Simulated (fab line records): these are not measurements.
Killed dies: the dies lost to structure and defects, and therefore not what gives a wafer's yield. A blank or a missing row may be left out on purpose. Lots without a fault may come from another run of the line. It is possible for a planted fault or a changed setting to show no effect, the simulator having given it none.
fab line records	flow n5-finfet	part 1 of 2: steps 1 to 27 of 39
record: lots: 5	wafers: 15	last-day: 18
route steps=1938 shown STI_FIN_REVEAL@196 DUMMY_GATE@212
lots untouched by any fault: they come from a run of this same line in which no faults occurred
start-h: start of the lot's first displayed wafer, in hours after the record's first day	wait-h: how many hours have passed since the lot's step before this one	" same as the row above	L1.1+2: one row covering several wafers at once	- value missing, or start not given	* or withheld: withheld	< > ~ a bound
route shown NAME@n: names a module that has steps shown in the file, with the first one's number in the route	usual: mean and standard deviation over wafers with no fault	same: alike in all rows	chamber/n: place in a boat	sites: the reading at each site	_std_site: how widely they spread, as a standard deviation	_edge_site: outer sites' mean less inner sites'	radius-mm: for every site, how far away it sits from the centre of the wafer	mask NAME#n: copy n	behind: tool/chamber where the wafer was last shaped	hold: why the lot was held/for how many hours/how that ended	device: whichever transistor did not switch (one of n, p or np)	end of line: tests of these same wafers at the route's end	step lacking rows: just its recipe	killed: at the first sort, the dies lost to defects and structure; wafer yield is something else	map: the dies of a wafer, with x for killed, . for not killed, _ for no die there
set.NAME: the setting that was run; set.NAME@STEP: the one run at that earlier step	model.NAME: the simulator's own value behind a step, which no gauge read
lots at selected steps of the route; one table per step, one row per wafer
services: when a tool's chamber went out of use (start-h, in hours from the record's first day, below 0 if earlier), for how many hours, and the reason
== steps ==
step: N5_STI_FIN_REVEAL_RECESS_09
recipe: chemistry: HF/NH3	target: SiO2	afs-cycles: 11	target-depth-a: 425	temp-c: 30	sublimation-temp-c: 180	sublimation-time-s: 60
usual: drypump-motor-current-A: 5.40/0.29
lot.wafer	tool	chamber	start-h	wait-h	drypump-motor-current-A
L075.2	vapor-etch-01	1	38.86	0.0	5.35
L075.3	"	0	"	"	5.34
L075.4	"	1	"	"	5.35
L080.2	vapor-etch-02	1	71.01	0.0	5.10
L080.4	"	0	"	"	5.82
L080.6	"	0	"	"	5.83
L081.2	vapor-etch-02	0	76.31	0.0	5.85
L081.3	"	0	"	"	5.85
L081.5	"	0	"	"	5.83
L085.2	vapor-etch-02	1	103.83	0.0	5.02
L085.3	"	0	"	"	5.83
L085.5	"	0	"	"	5.83
L093.1	vapor-etch-02	0	147.50	0.0	5.84
L093.2	"	1	"	"	5.05
L093.5	"	1	148.56	1.1	5.06
step: N5_STI_FIN_REVEAL_STRIP_16
recipe: chemistry: H3PO4	material: SiNx	temp-c: 165	target-depth-a: 238	overetch-fraction: 0.4964	dry: ipa-marangoni
lot.wafer	tool	chamber	start-h	wait-h
L075.2+3+4	wet-bench-05	7,2,0	40.48	1.1
L080.2+4+6	wet-bench-05	0,6,7	72.63	1.1
L081.2+3+5	wet-bench-05	6,0,4	77.93	1.1
L085.2+3+5	wet-bench-02	4,1,3	105.45	1.1
L093.1+2+5	wet-bench-05	2,3,0	149.12	1.1
step: N5_STI_FIN_REVEAL_PRECLEAN_17
recipe: chemistry: NF3:NH3	afs-cycles: 1	temp-c: 30	time-s: 20	sublimation-temp-c: 180	sublimation-time-s: 60	pressure-torr: 3	rf-power-w: 30
usual: pressure-torr: 2.997/0.0056
lot.wafer	tool	chamber	start-h	wait-h	pressure-torr
L075.2	remote-plasma-01	0	41.02	0.1	2.994
L075.3	"	0	"	"	2.998
L075.4	"	0	"	"	3.009
L080.2	remote-plasma-01	0	72.93	0.1	3.001
L080.4	"	0	"	"	2.999
L080.6	"	0	"	"	2.994
L081.2	remote-plasma-02	0	78.23	0.1	2.989
L081.3	"	0	"	"	2.998
L081.5	"	0	"	"	2.997
L085.2	remote-plasma-02	1	105.77	0.1	3.002
L085.3	"	1	"	"	2.993
L085.5	"	1	"	"	3.000
L093.1	remote-plasma-01	1	149.39	0.0	2.996
L093.2	"	1	"	"	2.989
L093.5	"	1	"	"	2.991
step: N5_STI_FIN_REVEAL_ETCH_34
recipe: chemistry: H2	mode: isotropic	material: Si	target: Si	target-depth-a: 9.7	temp-c: 20	pressure-mtorr: 4.5	icp-w: 300	bias-w: 0	h2-flow-sccm: 7.5	he-flow-sccm: 142.5
usual: drypump-motor-current-A: 5.7/0.55	oes-product-au: 1.004/0.017	throttle-valve-pct: 25.72/0.26
lot.wafer	tool	chamber	start-h	wait-h	drypump-motor-current-A	oes-product-au	rf-hours-counter-h	throttle-valve-pct
L075.2	rie-si-06	2	41.19	0.1	6.7	0.997	61	25.88
L075.3	"	1	"	"	5.2	0.981	125	25.60
L075.4	"	0	"	"	5.7	1.007	79	26.23
L080.2	rie-si-01	1	73.10	0.1	5.8	1.029	3	25.59
L080.4	"	2	"	"	6.6	1.020	4	25.83
L080.6	"	3	"	"	5.0	1.011	-	25.63
L081.2	rie-si-06	0	78.40	0.1	5.7	1.004	80	26.21
L081.3	"	2	"	"	6.7	0.987	62	25.88
L081.5	"	0	"	"	5.7	1.021	-	26.21
L085.2	rie-si-01	1	105.94	0.1	5.8	1.033	3	25.59
L085.3	"	0	"	"	5.2	1.001	27	25.26
L085.5	"	1	"	"	5.8	1.037	-	25.60
L093.1	rie-si-06	1	149.59	0.2	5.2	0.981	127	25.61
L093.2	"	0	"	"	5.7	1.000	81	26.21
L093.5	"	2	"	"	6.7	1.002	-	25.91
step: N5_STI_FIN_REVEAL_OXIDATION_31
recipe: chemistry: O2_PLASMA_REMOTE	temp-c: 150	time-s: 20	pressure-mtorr: 1000	source-power-w: 2000	o2-flow-sccm: 3000
usual: drypump-motor-current-A: 5.4/0.47	heater-power-w: 145/9.6
lot.wafer	tool	chamber	start-h	wait-h	drypump-motor-current-A	heater-power-w	rf-hours-counter-h
L075.2	plasma-asher-02	1	41.25	0.0	5.0	152	79
L075.3	"	0	"	"	5.7	129	-
L075.4	"	1	"	"	5.0	150	-
L080.2	plasma-asher-01	1	73.17	0.0	5.9	156	37
L080.4	"	1	"	"	6.0	153	-
L080.6	"	1	"	"	6.0	157	-
L081.2	plasma-asher-02	1	78.46	0.0	5.0	153	87
L081.3	"	1	"	"	5.0	152	-
L081.5	"	0	"	"	5.7	132	-
L085.2	plasma-asher-01	1	106.00	0.0	6.0	150	45
L085.3	"	0	"	"	4.9	143	-
L085.5	"	1	"	"	6.0	152	-
L093.1	plasma-asher-01	0	149.65	0.0	4.9	137	53
L093.2	"	1	"	"	6.0	153	53
L093.5	"	1	"	"	6.0	156	-
step: N5_STI_FIN_REVEAL_PRECLEAN_32
recipe: chemistry: NF3:NH3	afs-cycles: 1	temp-c: 30	time-s: 20	sublimation-temp-c: 180	sublimation-time-s: 60	pressure-torr: 3	rf-power-w: 30
usual: pressure-torr: 3.000/0.0064
lot.wafer	tool	chamber	start-h	wait-h	pressure-torr
L075.2	remote-plasma-02	0	41.37	0.1	2.998
L075.3	"	0	"	"	3.001
L075.4	"	0	"	"	3.001
L080.2	remote-plasma-02	0	73.28	0.1	2.996
L080.4	"	0	"	"	3.004
L080.6	"	0	"	"	2.998
L081.2	remote-plasma-01	0	78.58	0.1	2.988
L081.3	"	0	"	"	2.986
L081.5	"	0	"	"	2.990
L085.2	remote-plasma-01	1	106.12	0.1	3.000
L085.3	"	1	"	"	2.995
L085.5	"	1	"	"	3.004
L093.1	remote-plasma-01	1	149.74	0.1	3.001
L093.2	"	1	"	"	2.999
L093.5	"	1	"	"	2.997
step: N5_STI_FIN_REVEAL_STRIP_35
recipe: chemistry: H3PO4	material: Si3N4	temp-c: 165	target-depth-a: 40	time-s: 39
lot.wafer	tool	chamber	start-h	wait-h
L075.2+3+4	wet-bench-02	1,3,4	41.55	0.2
L080.2+4+6	wet-bench-04	3,0,2	73.46	0.2
L081.2+3+5	wet-bench-05	7,6,5	78.76	0.2
L085.2+3+5	wet-bench-04	1,0,7	106.30	0.2
L093.1+2+5	wet-bench-05	3,5,4	149.95	0.2
step: N5_STI_FIN_REVEAL_SRD_21
recipe: dry: ipa-marangoni	time-s: 30	temp-c: 23	rinse-liquid: diw
lot.wafer	tool	chamber	start-h	wait-h
L075.2+3+4	wet-bench-02	1,3,4	41.56	0.0
L080.2+4+6	wet-bench-04	3,0,2	73.47	0.0
L081.2+3+5	wet-bench-05	7,6,5	78.77	0.0
L085.2+3+5	wet-bench-04	1,0,7	106.31	0.0
L093.1+2+5	wet-bench-05	3,5,4	149.96	0.0
step: N5_STI_FIN_REVEAL_OXIDATION_33
recipe: chemistry: O2_PLASMA_REMOTE	temp-c: 150	time-s: 20	pressure-mtorr: 1000	source-power-w: 2000	o2-flow-sccm: 3000
usual: drypump-motor-current-A: 5.4/0.45	heater-power-w: 144/10
lot.wafer	tool	chamber	start-h	wait-h	drypump-motor-current-A	heater-power-w	rf-hours-counter-h
L075.2	plasma-asher-01	1	41.60	0.0	6.1	155	30
L075.3	"	1	"	"	6.0	153	-
L075.4	"	0	"	"	5.0	142	-
L080.2	plasma-asher-01	0	73.52	0.0	4.9	144	37
L080.4	"	1	"	"	6.0	155	-
L080.6	"	1	"	"	6.0	155	-
L081.2	plasma-asher-02	1	78.82	0.0	5.0	149	87
L081.3	"	1	"	"	5.0	151	-
L081.5	"	0	"	"	5.8	130	-
L085.2	plasma-asher-02	1	106.36	0.0	5.0	147	92
L085.3	"	0	"	"	5.7	127	-
L085.5	"	1	"	"	5.0	152	-
L093.1	plasma-asher-01	1	150.00	0.0	6.0	160	53
L093.2	"	0	"	"	4.9	140	53
L093.5	"	0	"	"	4.9	144	-
step: N5_STI_FIN_REVEAL_CLEAN_19
recipe: chemistry: O3/DIW	temp-c: 25	time-s: 120	o3-ppm: 10
lot.wafer	tool	chamber	start-h	wait-h
L075.2+3+4	wet-bench-04	1,4,5	41.69	0.1
L080.2+4+6	wet-bench-02	7,0,4	73.61	0.1
L081.2+3+5	wet-bench-04	0,1,6	78.90	0.1
L085.2+3+5	wet-bench-02	3,4,6	106.44	0.1
L093.1+2+5	wet-bench-04	4,2,1	150.09	0.1
step: N5_STI_FIN_REVEAL_SRD_23
recipe: dry: ipa-marangoni	time-s: 30	temp-c: 23	rinse-liquid: diw
lot.wafer	tool	chamber	start-h	wait-h
L075.2+3+4	wet-bench-04	1,4,5	41.73	0.0
L080.2+4+6	wet-bench-02	7,0,4	73.64	0.0
L081.2+3+5	wet-bench-04	0,1,6	78.94	0.0
L085.2+3+5	wet-bench-02	3,4,6	106.48	0.0
L093.1+2+5	wet-bench-04	4,2,1	150.13	0.0
step: N5_STI_FIN_REVEAL_CD_MEAS_22
recipe: target-cd-nm: 6.238	pitch-nm: 28	polarity: line
usual: cd-nm: 6.30/0.23
lot.wafer	tool	chamber	start-h	wait-h	cd-nm
L075.2	cd-sem-03	-	41.77	0.0	6.52
L075.3	"	-	"	"	6.20
L075.4	"	-	"	"	6.37
L080.2	cd-sem-03	-	73.68	0.0	6.24
L080.4	"	-	"	"	6.40
L080.6	"	-	"	"	6.16
L081.2	cd-sem-03	-	78.98	0.0	6.39
L081.3	"	-	"	"	6.39
L081.5	"	-	"	"	6.32
L085.2	cd-sem-02	-	106.53	0.0	6.09
L085.3	"	-	"	"	6.18
L085.5	"	-	"	"	6.55
L093.1	cd-sem-03	-	150.17	0.0	6.80
L093.2	"	-	"	"	6.33
L093.5	"	-	"	"	5.85
step: N5_STI_FIN_REVEAL_FIN_H_MEAS_10
usual: trench-depth-nm: 51.9/0.76
lot.wafer	tool	chamber	start-h	wait-h	trench-depth-nm
L075.2	ocd-01	-	41.80	0.0	51.3
L075.3	"	-	"	"	51.4
L075.4	"	-	"	"	52.2
L080.2	ocd-02	-	73.72	0.0	52.5
L080.4	"	-	"	"	51.8
L080.6	"	-	"	"	51.3
L081.2	ocd-01	-	79.02	0.0	51.4
L081.3	"	-	"	"	51.4
L081.5	"	-	"	"	51.2
L085.2	ocd-01	-	106.56	0.0	51.5
L085.3	"	-	"	"	50.9
L085.5	"	-	"	"	51.4
L093.1	ocd-02	-	150.20	0.0	51.9
L093.2	"	-	"	"	52.3
L093.5	"	-	"	"	52.5
step: N5_STI_FIN_REVEAL_PRECLEAN_18
recipe: chemistry: SC2	time-s: 45	temp-c: 35	mix: 1:1:50
lot.wafer	tool	chamber	start-h	wait-h
L075.2+3+4	wet-bench-02	7,2,1	41.84	0.0
L080.2+4+6	wet-bench-05	3,2,0	73.75	0.0
L081.2+3+5	wet-bench-05	2,3,0	79.05	0.0
L085.2+3+5	wet-bench-05	2,3,5	106.59	0.0
L093.1+2+5	wet-bench-05	7,0,1	150.23	0.0
step: N5_STI_FIN_REVEAL_SRD_28
recipe: dry: ipa-marangoni	time-s: 30	temp-c: 23	rinse-liquid: diw
lot.wafer	tool	chamber	start-h	wait-h
L075.2+3+4	wet-bench-02	7,2,1	41.85	0.0
L080.2+4+6	wet-bench-05	3,2,0	73.76	0.0
L081.2+3+5	wet-bench-05	2,3,0	79.06	0.0
L085.2+3+5	wet-bench-05	2,3,5	106.60	0.0
L093.1+2+5	wet-bench-05	7,0,1	150.25	0.0
step: N5_STI_FIN_REVEAL_INSPECT_13
recipe: inspect-instrument: darkfield	mode: post-clean
usual: raw-defect-count: 11/5.6
lot.wafer	tool	chamber	start-h	wait-h	raw-defect-count
L075.2	defect-inspect-01	-	41.89	0.0	12
L075.3	"	-	"	"	16
L075.4	"	-	"	"	16
L080.2	defect-inspect-02	-	73.80	0.0	17
L080.4	"	-	"	"	5
L080.6	"	-	"	"	11
L081.2	defect-inspect-02	-	79.10	0.0	15
L081.3	"	-	"	"	6
L081.5	"	-	"	"	10
L085.2	defect-inspect-01	-	106.64	0.0	18
L085.3	"	-	"	"	18
L085.5	"	-	"	"	13
L093.1	defect-inspect-02	-	150.29	0.0	22
L093.2	"	-	"	"	7
L093.5	"	-	"	"	9
step: N5_DUMMY_GATE_PRECLEAN_00
recipe: chemistry: O3/DIW	time-s: 60	temp-c: 22	o3-ppm: 10
lot.wafer	tool	chamber	start-h	wait-h
L075.2+3+4	wet-bench-01	7,3,6	41.92	0.0
L080.2+4+6	wet-bench-01	7,5,6	73.83	0.0
L081.2+3+5	wet-bench-03	6,2,5	79.13	0.0
L085.2+3+5	wet-bench-06	4,0,5	106.67	0.0
L093.1+2+5	wet-bench-03	5,2,1	150.32	0.0
step: N5_DUMMY_GATE_SRD_01
recipe: time-s: 30	temp-c: 23	rinse-liquid: diw	dry: ipa-marangoni
lot.wafer	tool	chamber	start-h	wait-h
L075.2+3+4	wet-bench-01	7,3,6	41.94	0.0
L080.2+4+6	wet-bench-01	7,5,6	73.85	0.0
L081.2+3+5	wet-bench-03	6,2,5	79.15	0.0
L085.2+3+5	wet-bench-06	4,0,5	106.69	0.0
L093.1+2+5	wet-bench-03	5,2,1	150.34	0.0
step: N5_DUMMY_GATE_ALD_02
recipe: material: SiO2	target-thk-a: 20	temp-c: 300	ald-precursor-family: BDEAS	ald-co-reactant: O2-plasma	pulse-time-s: 1	pressure-torr: 2
usual: heater-power-w: 492/57	precursor-pulse-height-rel: 1.000/0.02	susceptor-temp-C: 300.01/0.19
same: pulse-time-s: 1
lot.wafer	tool	chamber	start-h	wait-h	heater-power-w	precursor-pulse-height-rel	susceptor-temp-C
L075.2	ald-sin-01	2	41.99	0.0	598	1.012	299.66
L075.3	"	0	"	"	442	1.003	299.92
L075.4	"	1	"	"	559	0.989	300.06
L080.2	ald-sin-03	2	73.90	0.0	508	1.032	299.67
L080.4	"	1	"	"	426	1.000	299.77
L080.6	"	3	"	"	476	0.978	299.95
L081.2	ald-sin-04	0	79.23	0.1	457	1.016	300.25
L081.3	"	2	"	"	556	1.001	299.97
L081.5	"	1	"	"	403	1.024	300.00
L085.2	ald-sin-03	3	107.32	0.6	485	0.986	299.67
L085.3	"	0	"	"	502	0.989	300.00
L085.5	"	3	"	"	482	0.959	299.71
L093.1	ald-sin-03	2	150.38	0.0	496	1.001	300.15
L093.2	"	0	"	"	501	0.995	300.22
L093.5	"	3	"	"	484	0.958	300.15
step: N5_DUMMY_GATE_CVD_03
recipe: material: a-Si	target-thk-a: 1500	temp-c: 530	precursor: SiH4	time-s: 8042
usual: susceptor-temp-C: 530.03/0.16	zone-power-upper-pct: 6.49/0.11
lot.wafer	tool	chamber	start-h	wait-h	susceptor-temp-C	zone-power-upper-pct
L075.2	lpcvd-02	1/45	42.09	0.1	529.85	6.42
L075.3	"	1/50	"	"	529.85	6.42
L075.4	"	1/54	"	"	529.85	6.42
L080.2	lpcvd-02	0/95	74.00	0.1	530.25	6.58
L080.4	"	0/104	"	"	530.25	6.58
L080.6	"	0/114	"	"	530.25	6.58
L081.2	lpcvd-02	1/20	79.34	0.1	530.02	6.38
L081.3	"	1/25	"	"	530.02	6.38
L081.5	"	1/34	"	"	530.02	6.38
L085.2	lpcvd-02	1/95	107.43	0.1	530.00	6.40
L085.3	"	1/100	"	"	530.00	6.40
L085.5	"	1/109	"	"	530.00	6.40
L093.1	lpcvd-02	0/65	152.10	1.7	530.27	6.55
L093.2	"	0/70	"	"	530.27	6.55
L093.5	"	0/84	"	"	530.27	6.55
step: N5_DUMMY_GATE_PRECLEAN_46
recipe: chemistry: DIW	time-s: 89.5	temp-c: 23
lot.wafer	tool	chamber	start-h	wait-h
L075.2+3+4	wet-bench-06	1,2,4	45.77	0.0
L080.2+4+6	wet-bench-01	1,0,4	77.68	0.0
L081.2+3+5	wet-bench-01	1,0,6	83.02	0.0
L085.2+3+5	wet-bench-03	1,4,5	111.10	0.0
L093.1+2+5	wet-bench-01	3,7,2	157.60	0.0
step: N5_DUMMY_GATE_SRD_47
recipe: dry-time-s: 32	dry: n2-spin	spin-rpm: 1500
usual: spin-rpm: 1499.9/0.83
lot.wafer	tool	chamber	start-h	wait-h	spin-rpm
L075.2	wet-bench-06	1	45.80	0.0	1499.7
L075.3	"	2	"	"	1500.5
L075.4	"	4	"	"	1501.0
L080.2	wet-bench-01	1	77.70	0.0	1499.5
L080.4	"	0	"	"	1499.4
L080.6	"	4	"	"	1499.1
L081.2	wet-bench-01	1	83.04	0.0	1499.1
L081.3	"	0	"	"	1500.6
L081.5	"	6	"	"	1500.3
L085.2	wet-bench-03	1	111.13	0.0	1500.4
L085.3	"	4	"	"	1500.4
L085.5	"	5	"	"	1500.7
L093.1	wet-bench-01	3	157.62	0.0	1499.8
L093.2	"	7	"	"	1498.5
L093.5	"	2	"	"	1500.7
step: N5_DUMMY_GATE_CMP_04
recipe: material: a-Si	post-cmp-clean: alkaline-brush
usual: motor-current-A: 9.7/0.78	time-to-endpoint-s: 13.7/2.1
lot.wafer	tool	chamber	start-h	wait-h	motor-current-A	time-to-endpoint-s
L075.2	cmp-02	2	45.83	0.0	8.6	12.2
L075.4	"	0	"	"	8.9	11.9
L075.3	"	1	"	"	10.5	11.9
L080.4	cmp-04	1	77.77	0.1	10.1	12.7
L080.2	"	3	"	"	9.1	13.2
L080.6	"	0	"	"	8.7	12.6
L081.3	cmp-04	0	83.11	0.1	9.1	12.2
L081.2	"	2	"	"	11.2	14.4
L081.5	"	0	"	"	8.9	12.6
L085.2	cmp-02	0	111.19	0.1	9.1	14.9
L085.3	"	2	"	"	9.2	12.5
L085.5	"	0	"	"	8.5	14.0
L093.2	cmp-04	0	157.66	0.0	9.0	15.4
L093.1	"	2	"	"	11.1	17.0
L093.5	"	0	"	"	9.4	11.9
step: N5_DUMMY_GATE_THK_MEAS_05
usual: thk-nm: 72.0/0.98
lot.wafer	tool	chamber	start-h	wait-h	thk-nm
L075.2	film-metro-01	-	46.07	0.2	71.5
L075.3	"	-	"	"	70.9
L075.4	"	-	"	"	71.2
L080.2	film-metro-01	-	77.98	0.1	71.5
L080.4	"	-	"	"	71.5
L080.6	"	-	"	"	71.2
L081.2	film-metro-02	-	83.32	0.1	73.0
L081.3	"	-	"	"	71.7
L081.5	"	-	"	"	70.2
L085.2	film-metro-01	-	111.41	0.2	70.6
L085.3	"	-	"	"	71.4
L085.5	"	-	"	"	71.8
L093.1	film-metro-01	-	157.90	0.1	71.6
L093.2	"	-	"	"	71.8
L093.5	"	-	"	"	71.4
step: N5_DUMMY_GATE_HM_DEP_06
recipe: material: SiNx	target-thk-a: 800	precursor: DCS/NH3	temp-c: 700	pressure-mtorr: 300	time-s: 5141
usual: susceptor-temp-C: 699.98/0.27	zone-power-upper-pct: 10.73/0.18
lot.wafer	tool	chamber	start-h	wait-h	susceptor-temp-C	zone-power-upper-pct
L075.2	lpcvd-01	0/20	46.10	0.0	700.17	10.65
L075.3	"	0/25	"	"	700.17	10.65
L075.4	"	0/29	"	"	700.17	10.65
L080.2	lpcvd-01	0/70	78.00	0.0	699.84	10.60
L080.4	"	0/79	"	"	699.84	10.60
L080.6	"	0/89	"	"	699.84	10.60
L081.2	lpcvd-01	0/20	83.34	0.0	700.16	10.66
L081.3	"	0/25	"	"	700.16	10.66
L081.5	"	0/34	"	"	700.16	10.66
L085.2	lpcvd-02	1/95	111.43	0.0	700.35	10.36
L085.3	"	1/100	"	"	700.35	10.36
L085.5	"	1/109	"	"	700.35	10.36
L093.1	lpcvd-02	0/90	157.92	0.0	699.68	10.60
L093.2	"	0/95	"	"	699.68	10.60
L093.5	"	0/109	"	"	699.68	10.60
step: N5_DUMMY_GATE_PECVD_30
recipe: material: SiO2	target-thk-a: 550	temp-c: 400	precursor: TEOS/O2	pressure-torr: 6.5	rf-w: withheld	teos-flow-sccm: withheld	gas: O2	flow-sccm: 2650	time-s: 10.8
usual: susceptor-temp-C: 399.99/0.22
lot.wafer	tool	chamber	start-h	wait-h	susceptor-temp-C
L075.2	pecvd-03	1	50.04	0.0	400.29
L075.3	"	0	"	"	399.89
L075.4	"	0	"	"	400.00
L080.2	pecvd-03	0	81.95	0.0	399.71
L080.4	"	1	"	"	399.87
L080.6	"	2	"	"	399.60
L081.2	pecvd-04	1	87.29	0.0	399.82
L081.3	"	2	"	"	399.82
L081.5	"	2	"	"	400.10
L085.2	pecvd-02	2	115.37	0.0	400.08
L085.3	"	1	"	"	400.18
L085.5	"	0	"	"	400.06
L093.1	pecvd-03	2	163.83	0.0	399.84
L093.2	"	0	"	"	399.12
L093.5	"	2	"	"	399.85
step: N5_DUMMY_GATE_COAT_34
recipe: resist: SOC	temp-c: 250	time-s: 60	spin-rpm: 1500	resist-thk-nm: 60
usual: spin-speed-rpm: 1500.1/0.81
lot.wafer	tool	chamber	start-h	wait-h	spin-speed-rpm
L075.2	litho-track-03	0	50.09	0.0	1499.5
L075.3	"	0	"	"	1499.5
L075.4	"	0	"	"	1500.5
L080.2	litho-track-03	0	82.00	0.0	1499.6
L080.4	"	0	"	"	1500.7
L080.6	"	0	"	"	1501.4
L081.2	litho-track-03	0	87.34	0.0	1500.4
L081.3	"	0	"	"	1499.4
L081.5	"	0	"	"	1499.3
L085.2	litho-track-04	0	115.43	0.0	1499.4
L085.3	"	0	"	"	1500.5
L085.5	"	0	"	"	1500.2
L093.1	litho-track-04	0	163.89	0.0	1499.8
L093.2	"	0	"	"	1499.1
L093.5	"	0	"	"	1499.9
